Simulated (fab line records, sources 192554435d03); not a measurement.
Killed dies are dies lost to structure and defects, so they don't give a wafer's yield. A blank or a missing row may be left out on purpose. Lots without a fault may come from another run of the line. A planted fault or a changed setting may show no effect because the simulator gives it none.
Split-lot experiment | flow n5_finfet | 7 lots, 21 wafers read, on a route of 1938 steps

THE SPLIT
At N5_BEOL_M5_COAT_66 (time 60 s, resist thk 12 nm), the setting spin_rpm was moved away from the recipe's 1500 rpm on 3 of the 21 wafers read, by -6.2% to +5.0%. The other wafers ran this setting at the recipe's value.

The reading is taken at the split's own step.

THE READING
SiARC_of_BEOL_M5_COAT_66.thk_nm (the simulator's own value, which no gauge read), in nm, at N5_BEOL_M5_COAT_66 (time 60 s, resist thk 12 nm). The file gives no usual value for it.

wafer  | tool, chamber at the split | spin_rpm as run, rpm | against the recipe | SiARC_of_BEOL_M5_COAT_66.thk_nm, nm | against lot-mates on the recipe
L081.1 | litho_track-01, 0          | 1500                 | recipe             | 12                                  | -
L081.2 | litho_track-01, 0          | 1500                 | recipe             | 12                                  | -
L081.3 | litho_track-01, 0          | 1500                 | recipe             | 12                                  | -
L083.2 | litho_track-01, 0          | 1500                 | recipe             | 12                                  | -
L083.3 | litho_track-01, 0          | 1500                 | recipe             | 12                                  | -
L083.6 | litho_track-01, 0          | 1500                 | recipe             | 12                                  | -
L082.2 | litho_track-04, 0          | 1500                 | recipe             | 12                                  | -
L082.4 | litho_track-04, 0          | 1500                 | recipe             | 12                                  | -
L082.6 | litho_track-04, 0          | 1500                 | recipe             | 12                                  | -
L085.1 | litho_track-03, 0          | 1500                 | recipe             | 12                                  | -
L085.2 | litho_track-03, 0          | 1500                 | recipe             | 12                                  | -
L085.5 | litho_track-03, 0          | 1500                 | recipe             | 12                                  | -
L087.3 | litho_track-04, 0          | 1407                 | -6.2%              | 12.4                                | +0.4
L087.4 | litho_track-04, 0          | 1407                 | -6.2%              | 12.4                                | +0.4
L087.5 | litho_track-04, 0          | 1500                 | recipe             | 12                                  | -
L091.1 | litho_track-04, 0          | 1500                 | recipe             | 12                                  | -
L091.2 | litho_track-04, 0          | 1500                 | recipe             | 12                                  | -
L091.6 | litho_track-04, 0          | 1500                 | recipe             | 12                                  | -
L093.3 | litho_track-01, 0          | 1500                 | recipe             | 12                                  | -
L093.4 | litho_track-01, 0          | 1500                 | recipe             | 12                                  | -
L093.5 | litho_track-01, 0          | 1575                 | +5.0%              | 11.8                                | -0.2

THE FIT
A straight line over all 21 wafers: SiARC_of_BEOL_M5_COAT_66.thk_nm changes by -0.0579 nm for each +1% of spin_rpm; r = -0.99; the points scatter about the line by 0.023 nm.
The same after taking each lot's own level away (the mean of its wafers on the recipe; 21 wafers): -0.0579 nm for each +1%; r = -0.99; scatter 0.023 nm.
On that fit, the largest move of spin_rpm shifts the reading by 0.36 nm.
The lots' own levels span 12.00 to 12.00 nm.
So the lot-to-lot level changes the slope little: the two slopes agree.
Check: with one of the wafers moved furthest among these (-6.2%) left out of the fit, the line predicts +0.346 nm for it against its lot-mates. It came out at +0.4 nm against them.

OTHER SPLITS ON THESE WAFERS
These wafers also went through other splits before the reading. Each is held against what the fit with the lots' levels taken away leaves over:
other split on the same wafers          | wafers away from the commonest value | r with SiARC_of_BEOL_M5_COAT_66.thk_nm (lot level and that fit taken away)
N5_MOL_CONTACT_COAG_DESCUM_45 time_s    | 2                                    | +0.26
N5_MOL_CONTACT_COAG_VIA_ETCH_117 bias_w | 6                                    | -0.01
N5_BEOL_M0_ETCH_109 bias_w              | 10                                   | +0.10
N5_BEOL_M1_COAT_62 spin_rpm             | 6                                    | -0.33
N5_BEOL_M1_COAT_05 spin_rpm             | 1                                    | -0.34
N5_BEOL_M2_COAT_76 spin_rpm             | 6                                    | -0.02
N5_BEOL_M2_COAT_22 spin_rpm             | 12                                   | -0.35
N5_BEOL_M3_COAT_62 spin_rpm             | 5                                    | -0.07

THE FILE'S OWN FIT
SiARC_of_BEOL_M5_COAT_66.thk_nm changes by -0.0549 nm for each +1% of spin_rpm, r = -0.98.
